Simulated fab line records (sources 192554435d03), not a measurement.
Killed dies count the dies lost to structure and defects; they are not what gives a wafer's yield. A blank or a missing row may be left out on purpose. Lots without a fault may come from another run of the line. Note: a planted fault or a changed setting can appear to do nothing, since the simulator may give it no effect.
What tool caused it? :: flow n5-finfet :: 30 wafers from 10 lots sampled at 2 of the route's 1938 steps

== WHAT THE GAUGES READ, wafer by wafer ==
N5_MIM_TOP_LITHO_OVL_MEAS_11. Usual: MIM_TOP_OVL 1 nm, standard deviation 4.5.
lot: L782
measured: day 12 18:10
on: overlay-01
MIM_TOP_OVL (nm): 1 7 4
flag: 

lot: L783
measured: day 12 18:20
on: overlay-01
MIM_TOP_OVL (nm): -4 -1 0
flag: 

lot: L785
measured: day 15 00:00
on: overlay-01
MIM_TOP_OVL (nm): 5 8 1
flag: 

lot: L788
measured: day 16 01:34
on: overlay-02
MIM_TOP_OVL (nm): 1 -3 2
flag: 

lot: L787
measured: day 16 02:25
on: overlay-02
MIM_TOP_OVL (nm): 7 -5 4
flag: 

lot: L793
measured: day 17 10:45
on: overlay-02
MIM_TOP_OVL (nm): 5 0 8
flag: 

lot: L799
measured: day 18 23:44
on: overlay-01
MIM_TOP_OVL (nm): 2 -2 -4
flag: 

lot: L802
measured: day 19 15:25
on: overlay-02
MIM_TOP_OVL (nm): 0 3 5
flag: 

lot: L801
measured: day 19 14:16
on: overlay-01
MIM_TOP_OVL (nm): 3 -3 -1
flag: 

lot: L804
measured: day 19 15:08
on: overlay-01
MIM_TOP_OVL (nm): -7 0 -6
flag: 

== WHICH TOOL RAN EACH LOT (tool, then ch and the chambers of the sampled wafers, then the start) ==
lot: L782
N5_BEOL_M11_PECVD_70: pecvd-02 ch 1,2, day 11 10:48

lot: L783
N5_BEOL_M11_PECVD_70: pecvd-04 ch 0,1, day 11 11:11

lot: L785
N5_BEOL_M11_PECVD_70: pecvd-01 ch 0,1,2, day 13 13:49

lot: L788
N5_BEOL_M11_PECVD_70: pecvd-04 ch 0,1, day 14 08:47

lot: L787
N5_BEOL_M11_PECVD_70: pecvd-01 ch 0,2, day 14 11:07

lot: L793
N5_BEOL_M11_PECVD_70: pecvd-04 ch 0,1, day 15 23:33

lot: L799
N5_BEOL_M11_PECVD_70: pecvd-02 ch 0,2, day 17 08:11

lot: L802
N5_BEOL_M11_PECVD_70: pecvd-01 ch 0,1,2, day 17 21:12

lot: L801
N5_BEOL_M11_PECVD_70: pecvd-01 ch 0,1,2, day 17 21:35

lot: L804
N5_BEOL_M11_PECVD_70: pecvd-01 ch 0,1,2, day 17 22:55
- N5_BEOL_M11_PECVD_70: deposits SiO2 from TEOS/O2, target thk 20 nm, time 22.7 s.

== AS READ BY THE TOOLS THEMSELVES (means over the sampled wafers that have a number; for cases with no such wafer, the mark the record gives instead) ==
N5_BEOL_M11_PECVD_70. Usual: heater-power-w 766 W, standard deviation 88; rf-fwd-power-W 446.0 W, standard deviation 1.8; showerhead-plenum-p-Torr 8.78 Torr, standard deviation 0.069; throttle-valve-pct 22.4 %, standard deviation 1.4.
lot: L782
tool: pecvd-02
heater-power-w (W): 731
rf-fwd-power-W (W): 445.0
showerhead-plenum-p-Torr (Torr): 8.87
throttle-valve-pct (%): 22.8
flag: 

lot: L783
tool: pecvd-04
heater-power-w (W): 797
rf-fwd-power-W (W): 445.1
showerhead-plenum-p-Torr (Torr): 8.77
throttle-valve-pct (%): 23.5
flag: 

lot: L785
tool: pecvd-01
heater-power-w (W): 734
rf-fwd-power-W (W): 446.9
showerhead-plenum-p-Torr (Torr): 8.76
throttle-valve-pct (%): 21.4
flag: 

lot: L788
tool: pecvd-04
heater-power-w (W): 898
rf-fwd-power-W (W): 443.6
showerhead-plenum-p-Torr (Torr): 8.77
throttle-valve-pct (%): 23.4
flag: 

lot: L787
tool: pecvd-01
heater-power-w (W): 728
rf-fwd-power-W (W): 446.8
showerhead-plenum-p-Torr (Torr): 8.76
throttle-valve-pct (%): 22.1
flag: 

lot: L793
tool: pecvd-04
heater-power-w (W): 854
rf-fwd-power-W (W): 443.8
showerhead-plenum-p-Torr (Torr): 8.75
throttle-valve-pct (%): 23.4
flag: 

lot: L799
tool: pecvd-02
heater-power-w (W): 710
rf-fwd-power-W (W): 446.0
showerhead-plenum-p-Torr (Torr): 8.73
throttle-valve-pct (%): 22.3
flag: 

lot: L802
tool: pecvd-01
heater-power-w (W): 693
rf-fwd-power-W (W): 446.1
showerhead-plenum-p-Torr (Torr): 8.77
throttle-valve-pct (%): 21.6
flag: 

lot: L801
tool: pecvd-01
heater-power-w (W): 761
rf-fwd-power-W (W): 447.4
showerhead-plenum-p-Torr (Torr): 8.77
throttle-valve-pct (%): 21.5
flag: 

lot: L804
tool: pecvd-01
heater-power-w (W): 788
rf-fwd-power-W (W): 447.2
showerhead-plenum-p-Torr (Torr): 8.77
throttle-valve-pct (%): 21.6
flag: 

== THE ANSWER, worked out from the rows above alone ==
Rule: a lot is off if the mean of its wafers that have a number lies more than 3 standard deviations from the usual mean. Also off: a lot with no number at a reading for which 4 or more lots have one. The other lots that the step has rows for count as sound. After the gauges, taken in route order, come the tools' own readings; for these a lot's mean is taken, as printed above. At the first step where some lot is off, the reading lying furthest off is the one used; lots without a number count as furthest.
No lot is off at any reading shown: from this, nothing can be told.

== WHAT WAS PUT IN BY THE SIMULATOR ==
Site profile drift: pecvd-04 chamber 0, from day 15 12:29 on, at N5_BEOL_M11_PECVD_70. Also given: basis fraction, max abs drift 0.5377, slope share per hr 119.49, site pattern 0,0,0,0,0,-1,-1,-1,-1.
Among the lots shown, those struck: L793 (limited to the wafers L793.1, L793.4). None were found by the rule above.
